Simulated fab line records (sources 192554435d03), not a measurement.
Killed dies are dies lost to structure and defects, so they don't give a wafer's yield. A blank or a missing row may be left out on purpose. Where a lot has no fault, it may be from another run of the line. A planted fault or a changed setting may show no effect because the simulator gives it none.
Matching of chambers -- flow n5-finfet -- N5_BEOL_M0_SAQP_PECVD_00 on pecvd-03: 3 sister chambers
The step deposits SiCN from 3MS/NH3, target thk 8 nm, time 14 s. 14 wafers are shown with their chamber, then 7 later ones without.

## WAFERS, EACH WITH ITS CHAMBER
wafer,chamber,showerhead-plenum-p-Torr (Torr),throttle-valve-pct (%),chamber-pressure-Torr (Torr)
L317.1,1,3.681,9.3,3.002
L317.3,0,3.633,9.4,3.002
L317.5,0,3.631,9.5,3.002
L319.1,0,3.647,9.4,2.998
L319.2,1,3.680,9.3,3.000
L319.3,2,3.651,9.0,2.994
L329.2,0,3.646,9.5,2.991
L329.3,1,3.681,9.3,2.992
L329.4,1,3.675,9.6,2.989
L330.1,0,3.642,9.7,3.009
L330.2,2,3.662,9.4,3.002
L330.5,0,3.643,9.4,2.995
L332.2,0,3.644,9.1,2.998
L332.5,0,3.639,9.6,3.004

SIGNATURES (averages over the wafers above)
reading,chamber 0,chamber 1,chamber 2,scatter within a chamber
showerhead-plenum-p-Torr,3.64062,3.67925,3.65650,0.00545
throttle-valve-pct,9.450,9.375,9.200,0.183
chamber-pressure-Torr,2.99987,2.99575,2.99800,0.00578
Rule: distance of a wafer from a chamber = root of the sum over the readings of ((wafer's reading minus chamber's mean) / reading's scatter) squared. If the next closest chamber is less than 2 further off than the closest, the wafer can't be placed; otherwise it belongs to the closest. The scatter: the root of (the sum of the squares of (reading less its chamber's mean) over the shown wafers, divided by (wafers less chambers)).

## WAFERS MISSING THEIR CHAMBER
wafer,showerhead-plenum-p-Torr (Torr),throttle-valve-pct (%),chamber-pressure-Torr (Torr)
L332.6,3.677,9.6,2.996
L333.1,3.640,9.6,3.000
L333.3,3.654,9.4,2.986
L333.4,3.657,9.3,2.996
L334.1,3.655,9.3,2.996
L334.2,3.677,9.4,2.997
L334.3,3.652,9.4,3.009

## WHICH CHAMBER EACH WENT THROUGH
wafer,from the rows above,in truth
L332.6,1,1
L333.1,0,0
L333.3,can't be placed: 2 or 0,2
L333.4,2,2
L334.1,2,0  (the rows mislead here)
L334.2,1,1
L334.3,can't be placed: 2 or 0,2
Placed correctly: 4 of 7. Cannot be placed on the basis of these rows: 2; the candidates contain the true chamber in 2. Number placed wrongly: 1.
